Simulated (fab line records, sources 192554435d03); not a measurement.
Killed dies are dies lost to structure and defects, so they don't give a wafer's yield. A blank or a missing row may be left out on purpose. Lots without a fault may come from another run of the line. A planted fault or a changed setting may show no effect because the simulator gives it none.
fab line records | flow n5_finfet
record lots=9 wafers=27 last_day=16
route steps=1938 shown BEOL_M3@1007 BEOL_M4@1021
lots that met no fault: from a run of the same line without faults
start_h: hours from the record's first day to the start of the lot's first wafer shown | wait_h: hours since the lot's step before | " the same as in the row above | L1.1+2: a row that stands for several wafers | - no value, or no start given | * or withheld: withheld | < > ~ a bound
route shown NAME@n: a module of which the file shows steps, and the number in the route of the first | usual: mean/standard deviation of fault-free wafers | same: alike in all rows | chamber/n: place in a boat | sites: the reading at each site | _std_site: their standard deviation | _edge_site: outer sites' mean less inner sites' | radius_mm: how far each site lies from the wafer's centre | mask NAME#n: copy n | behind: the tool/chamber that last shaped the wafer | hold: why the lot was held/for how many hours/how that ended | device: the transistor (n, p or np) that didn't switch | end of line: the same wafers' tests at the end of the route | a step without rows: its recipe alone | killed: dies lost to structure and defects at the first sort, not the wafer's yield | map: a wafer's dies, x killed, . not, _ none there
set.NAME: the setting as run; set.NAME@STEP: as run at that earlier step | model.NAME: the simulator's own value behind a step, which no gauge read
steps of the route over a sample of lots; a table a step, a row a wafer
services: from which hour (start_h, from the record's first day; less than 0 if before it) a tool's chamber was out of use, for how many hours, and why
## steps
# step N5_BEOL_M3_ANNEAL_93
# recipe temp_c=400 time_s=240 ambient=vacuum
# usual heater_power_w=793/95
# same time_s=240
# columns lot.wafer tool chamber start_h wait_h heater_power_w
L393.3 pvd_sputter-01 - 146.66 0.0 984
L393.4 " - " " 889
L393.5 " - " " 773
L397.3 pvd_sputter-03 - 174.77 0.0 731
L397.4 " - " " 857
L397.5 " - " " 740
L399.1 pvd_sputter-02 - 193.23 0.0 762
L399.2 " - " " 597
L399.5 " - " " 782
L401.1 pvd_sputter-01 - 193.41 0.0 984
L401.3 " - " " 786
L401.6 " - " " 896
L404.1 pvd_sputter-02 - 215.74 0.0 598
L404.4 " - " " 773
L404.5 " - " " 790
L406.3 pvd_sputter-02 - 228.52 0.0 611
L406.4 " - " " 794
L406.6 " - " " 610
L408.1 pvd_sputter-03 - 241.15 0.0 823
L408.2 " - " " 746
L408.4 " - " " 854
L412.2 pvd_sputter-02 - 270.37 0.0 793
L412.4 " - " " 808
L412.6 " - " " 770
L415.1 pvd_sputter-01 - 279.87 0.0 995
L415.2 " - " " 892
L415.6 " - " " 800
# step N5_BEOL_M3_ANNEAL_95
# recipe temp_c=400 time_s=240 ambient=vacuum
# usual heater_power_w=792/96
# same time_s=240
# columns lot.wafer tool chamber start_h wait_h heater_power_w
L393.3 pvd_sputter-01 - 146.88 0.0 993
L393.4 " - " " 910
L393.5 " - " " 778
L397.3 pvd_sputter-03 - 174.99 0.0 724
L397.4 " - " " 851
L397.5 " - " " 738
L399.1 pvd_sputter-02 - 193.45 0.0 776
L399.2 " - " " 588
L399.5 " - " " 781
L401.1 pvd_sputter-01 - 193.63 0.0 969
L401.3 " - " " 819
L401.6 " - " " 886
L404.1 pvd_sputter-02 - 215.96 0.0 597
L404.4 " - " " 768
L404.5 " - " " 781
L406.3 pvd_sputter-02 - 228.74 0.0 609
L406.4 " - " " 799
L406.6 " - " " 599
L408.1 pvd_sputter-03 - 241.37 0.0 839
L408.2 " - " " 735
L408.4 " - " " 843
L412.2 pvd_sputter-02 - 270.59 0.0 792
L412.4 " - " " 806
L412.6 " - " " 767
L415.1 pvd_sputter-01 - 280.09 0.0 1012
L415.2 " - " " 888
L415.6 " - " " 820
# step N5_BEOL_M4_ILD_DEP_00
# recipe material=SiOC target_thk_a=790 temp_c=350 precursor=DEMS/O2 pressure_torr=5 rf_w=500 time_s=15.3
# usual heater_power_w=482/68 rf_fwd_power_W=494.5/2 showerhead_plenum_p_Torr=5.699/0.012 throttle_valve_pct=12.3/0.77
# same time_s=15.3
# columns lot.wafer tool chamber start_h wait_h heater_power_w rf_fwd_power_W showerhead_plenum_p_Torr throttle_valve_pct
L393.3 pecvd-04 0 148.13 0.0 565 494.5 5.720 12.2
L393.4 " 0 " " 560 495.8 5.713 12.1
L393.5 " 1 " " 581 493.7 5.694 12.5
L397.3 pecvd-04 1 176.25 0.1 665 496.1 5.714 12.4
L397.4 " 2 " " 537 494.5 5.684 13.6
L397.5 " 1 " " 551 495.1 5.707 12.1
L399.1 pecvd-04 1 194.71 0.0 591 494.9 5.714 11.9
L399.2 " 0 " " 485 494.6 5.715 12.2
L399.5 " 2 " " 525 494.5 5.684 13.9
L401.1 pecvd-04 1 194.95 0.0 618 495.5 5.715 12.2
L401.3 " 2 " " 552 496.8 5.675 14.0
L401.6 " 0 " " 565 494.1 5.702 12.4
L404.1 pecvd-04 0 217.21 0.0 480 494.7 5.711 12.4
L404.4 " 0 " " 495 495.3 5.712 12.3
L404.5 " 0 " " 496 494.4 5.711 12.3
L406.3 pecvd-02 2 230.04 0.0 511 495.4 5.709 11.4
L406.4 " 2 " " 521 495.8 5.699 11.6
L406.6 " 1 " " 427 496.9 5.696 12.4
L408.1 pecvd-03 1 242.62 0.0 421 493.6 5.693 12.1
L408.2 " 0 " " 392 491.8 5.702 11.7
L408.4 " 0 " " 391 492.8 5.696 12.0
L412.2 pecvd-02 0 271.88 0.0 407 496.9 5.694 13.7
L412.4 " 0 " " 416 497.1 5.703 13.5
L412.6 " 1 " " 448 494.1 5.696 12.6
L415.1 pecvd-02 0 281.34 0.0 451 497.8 5.698 13.5
L415.2 " 2 " " 546 494.0 5.708 11.3
L415.6 " 1 " " 433 493.4 5.692 12.3
# step N5_BEOL_M4_COAT_73
# recipe resist=underlayer temp_c=205 time_s=60 spin_rpm=1500 resist_thk_nm=5
# usual spin_speed_rpm=1499.8/0.86
# same time_s=60
# columns lot.wafer tool chamber start_h wait_h spin_speed_rpm
L393.3 litho_track-01 0 149.23 - 1499.7
L393.4 " 0 " " 1500.0
L393.5 " 0 " " 1502.0
L397.3 litho_track-01 0 176.89 - 1500.7
L397.4 " 0 " " 1499.6
L397.5 " 0 " " 1499.2
L399.1 litho_track-02 0 196.09 - 1500.1
L399.2 " 0 " " 1499.9
L399.5 " 0 " " 1498.9
L401.1 litho_track-05 0 196.13 - 1500.7
L401.3 " 0 " " 1500.6
L401.6 " 0 " " 1500.6
L404.1 litho_track-01 0 217.66 - 1688.3
L404.4 " 0 " " 1687.2
L404.5 " 0 " " 1688.4
L406.3 litho_track-01 0 230.47 - 1688.3
L406.4 " 0 " " 1690.0
L406.6 " 0 " " 1687.9
L408.1 litho_track-05 0 242.98 - 1498.9
L408.2 " 0 " " 1498.4
L408.4 " 0 " " 1499.5
L412.2 litho_track-02 0 272.27 - 1499.5
L412.4 " 0 " " 1498.5
L412.6 " 0 " " 1499.4
L415.1 litho_track-05 0 283.98 - 1500.1
L415.2 " 0 " " 1500.1
L415.6 " 0 " " 1500.1
# step N5_BEOL_M4_ETCH_74
# recipe chemistry=N2/H2 target=underlayer target_depth_a=65 mask_material=CAR-EUV time_s=5.2 ion_energy_ev=200 pressure_mtorr=30 source_w=840 bias_w=150 n2_flow_sccm=200 h2_flow_sccm=200 ends=cleared
# usual drypump_motor_current_A=5.9/0.51 etch_rf_on_time_s=5.24/0.066 oes_product_au=0.67/0.066 rf_fwd_power_W=819.6/2.6 rf_vpp_V=524.1/2.4 showerhead_plenum_p_Torr=2.55/0.08 throttle_valve_pct=17.79/0.27
# columns lot.wafer tool chamber start_h wait_h drypump_motor_current_A etch_rf_on_time_s oes_product_au rf_fwd_power_W rf_hours_counter_h rf_vpp_V showerhead_plenum_p_Torr throttle_valve_pct
L393.3 rie_diel-04 2 149.65 0.0 5.7 5.18 0.58 819.5 239 524.1 2.61 17.67
L393.4 " 3 " " 5.7 5.21 0.62 817.3 182 526.9 2.63 17.56
L393.5 " 2 " " 5.8 5.21 0.57 825.0 - 526.5 2.61 17.65
L397.3 rie_diel-05 2 177.31 0.0 6.6 5.19 0.66 818.9 146 523.6 2.55 17.77
L397.4 " 0 " " 5.6 5.28 0.70 819.2 - 521.2 2.46 17.53
L397.5 " 2 " " 6.6 5.27 0.66 821.4 - 523.1 2.55 17.80
L399.1 rie_diel-04 2 197.12 0.0 5.7 5.18 0.80 822.5 2 524.1 2.61 17.31
L399.2 " 1 " " 5.7 5.14 0.65 820.4 138 525.2 2.55 18.17
L399.5 " 2 " " 5.8 5.28 0.80 820.7 - 525.5 2.61 17.35
L401.1 rie_diel-05 3 197.43 0.0 5.5 5.27 0.66 819.3 136 528.2 2.65 17.86
L401.3 " 0 " " 5.6 5.32 0.69 817.2 93 523.0 2.45 17.55
L401.6 " 0 " " 5.6 5.36 0.68 822.9 - 520.0 2.45 17.55
L404.1 rie_diel-05 1 218.41 0.0 6.2 4.86 0.81 817.5 12 523.8 2.60 17.43
L404.4 " 0 " " 5.6 5.02 0.68 817.1 102 522.8 2.45 17.54
L404.5 " 0 " " 5.6 4.98 0.69 816.3 - 520.5 2.45 17.55
L406.3 rie_diel-01 1 231.02 0.0 6.6 4.96 0.71 818.0 75 525.8 2.57 18.22
L406.4 " 2 " " 6.6 4.96 0.60 820.4 215 520.2 2.51 17.84
L406.6 " 3 " " 5.1 5.00 0.60 821.3 - 519.9 2.40 17.82
L408.1 rie_diel-01 3 243.53 0.0 5.1 5.21 0.60 818.2 237 520.3 2.40 17.86
L408.2 " 1 " " 6.6 5.21 0.72 816.9 80 526.9 2.57 18.27
L408.4 " 1 " " 6.6 5.20 0.71 816.6 - 524.5 2.57 18.26
L412.2 rie_diel-01 1 272.72 0.0 6.6 5.24 0.70 820.5 91 524.3 2.56 18.31
L412.4 " 3 " " 5.1 5.22 0.61 822.1 247 520.2 2.40 17.88
L412.6 " 3 " " 5.1 5.26 0.59 824.0 - 519.5 2.40 17.84
L415.1 rie_diel-04 0 284.52 0.0 6.6 5.10 0.82 816.6 11 529.1 2.71 17.30
L415.2 " 2 " " 5.7 5.18 0.72 820.5 35 526.6 2.59 17.37
L415.6 " 2 " " 5.8 5.22 0.73 819.2 - 525.8 2.59 17.38
# step N5_BEOL_M4_RC_MEAS_101
# usual DIBL_N=36.3/1.2 DIBL_P=36.1/1.6 IOFF_N=0.161/0.023 IOFF_P=0.209/0.027 ION_N=676/8.9 ION_P=462/5.3 SS_N=71.5/0.51 SS_P=73.2/0.5 VT_N=249.1/2.5 VT_P=-249.9/2.8
# columns lot.wafer tool chamber start_h wait_h DIBL_N[mV/V] DIBL_P[mV/V] IOFF_N[nA/um] IOFF_P[nA/um] ION_N[uA/um] ION_P[uA/um] SS_N[mV/dec] SS_P[mV/dec] VT_N[mV] VT_P[mV]
L393.3 prober-02 0 156.33 0.3 36.5 36.8 0.164 0.203 671 460 71.8 72.7 246.1 -251.8
L393.4 " 0 " " 35.7 35.0 0.142 0.183 672 457 70.8 73.3 247.2 -253.2
L393.5 " 0 " " 34.8 33.1 0.129 0.157 667 451 71.7 73.5 250.9 -255.5
L397.3 prober-02 0 185.41 0.3 35.5 34.7 0.126 0.169 658 450 70.6 72.4 250.9 -255.3
L397.4 " 0 " " 34.8 33.8 0.121 0.164 664 457 69.9 72.7 252.8 -255.6
L397.5 " 0 " " 36.0 35.1 0.137 0.182 672 459 70.4 72.3 252.8 -254.5
L399.1 prober-02 0 204.65 0.0 36.5 35.8 0.158 0.203 669 459 71.6 73.5 249.0 -249.5
L399.2 " 0 " " 37.4 37.8 0.188 0.239 675 459 71.5 73.4 248.5 -247.8
L399.5 " 0 " " 37.1 37.4 0.198 0.240 683 466 71.6 74.4 248.4 -247.9
L401.1 prober-02 0 206.31 0.0 36.9 34.3 0.153 0.203 670 467 71.5 73.2 249.4 -248.5
L401.3 " 0 " " 37.7 35.4 0.170 0.221 667 462 71.7 72.8 247.7 -248.0
L401.6 " 0 " " 36.9 34.6 0.166 0.202 674 459 71.5 72.8 250.3 -252.3
L404.1 prober-02 0 228.15 0.0 36.7 38.7 0.170 0.229 685 459 72.1 74.3 249.1 -248.1
L404.4 " 0 " " 36.9 38.6 0.179 0.226 669 464 71.8 73.7 248.4 -250.7
L404.5 " 0 " " 37.4 39.4 0.188 0.234 687 466 71.5 73.6 246.8 -248.6
L406.3 prober-02 0 241.71 0.3 38.5 37.1 0.182 0.229 678 466 72.4 73.8 249.7 -249.3
L406.4 " 0 " " 38.4 37.0 0.186 0.229 671 459 72.5 73.3 249.1 -247.8
L406.6 " 0 " " 36.0 35.3 0.138 0.193 658 455 71.4 73.3 255.3 -251.9
L408.1 prober-02 0 249.03 0.0 35.0 35.2 0.151 0.197 676 467 71.9 72.5 247.9 -250.9
L408.2 " 0 " " 35.7 35.9 0.160 0.204 672 462 71.9 73.4 250.1 -250.7
L408.4 " 0 " " 34.0 33.4 0.135 0.174 665 457 71.0 72.6 251.5 -253.3
L412.2 prober-01 0 278.76 0.2 36.1 35.0 0.166 0.211 678 459 71.1 72.2 248.8 -248.8
L412.4 " 0 " " 35.7 34.4 0.149 0.200 675 460 71.5 72.8 249.9 -248.3
L412.6 " 0 " " 36.0 35.0 0.155 0.201 680 468 71.2 72.9 250.0 -248.5
L415.1 prober-01 0 294.29 0.0 35.6 36.5 0.161 0.215 666 461 71.9 73.0 249.0 -250.2
L415.2 " 0 " " 36.1 37.8 0.182 0.238 681 461 71.8 73.9 246.7 -247.1
L415.6 " 0 " " 36.0 37.2 0.166 0.222 677 462 72.7 73.7 248.1 -251.9
## services
# columns tool chamber start_h hours kind
litho_track-05 - 134.66 - consumable_replace:filter
litho_track-05 - 142.73 - consumable_replace:filter
rie_diel-04 1 160.26 9.4 repair
rie_diel-05 1 168.24 - clean
rie_diel-05 1 168.24 - consumable_replace:esc
pecvd-04 0 172.81 5.5 scheduled_down
rie_diel-01 - 182.64 29.3 repair
pecvd-04 0 184.52 2.1 scheduled_down
pecvd-03 2 190.05 6.5 repair
pecvd-04 2 202.39 - clean
pecvd-04 2 202.39 - consumable_replace:showerhead
pecvd-04 2 202.39 29.0 scheduled_down
pecvd-04 2 202.39 29.0 vent_cycle
rie_diel-04 2 210.03 5.3 repair
rie_diel-04 1 217.31 5.0 repair
rie_diel-01 3 221.31 4.5 repair
pecvd-03 0 231.60 8.4 repair
rie_diel-01 2 240.16 6.1 repair
pecvd-02 - 256.77 4.3 pm
rie_diel-04 1 265.61 2.8 repair
rie_diel-04 1 270.86 4.3 repair
pecvd-02 0 272.77 6.2 repair
rie_diel-04 3 283.85 4.2 repair
rie_diel-01 1 284.52 2.1 repair
## key
first_sign step=N5_BEOL_M4_COAT_73 reading=spin_speed_rpm direction=up sigmas=99+ usual=* struck=*
effect step=N5_BEOL_M4_ETCH_74 reading=etch_rf_on_time_s direction=down sigmas=4.2 usual=* struck=*
met_at N5_BEOL_M4_COAT_73
struck_lots L404,L406
not_acting_at N5_BEOL_M3_ANNEAL_93,N5_BEOL_M3_ANNEAL_95,N5_BEOL_M4_ILD_DEP_00
onset_between 176.89 217.66
fault kind=process_parameter_drift tool=litho_track-01 chamber=- onset_h=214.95 steps=N5_BEOL_M4_COAT_73 channel=spin_rpm offset=* shape=step end_h=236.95 acts_in=* stated=*
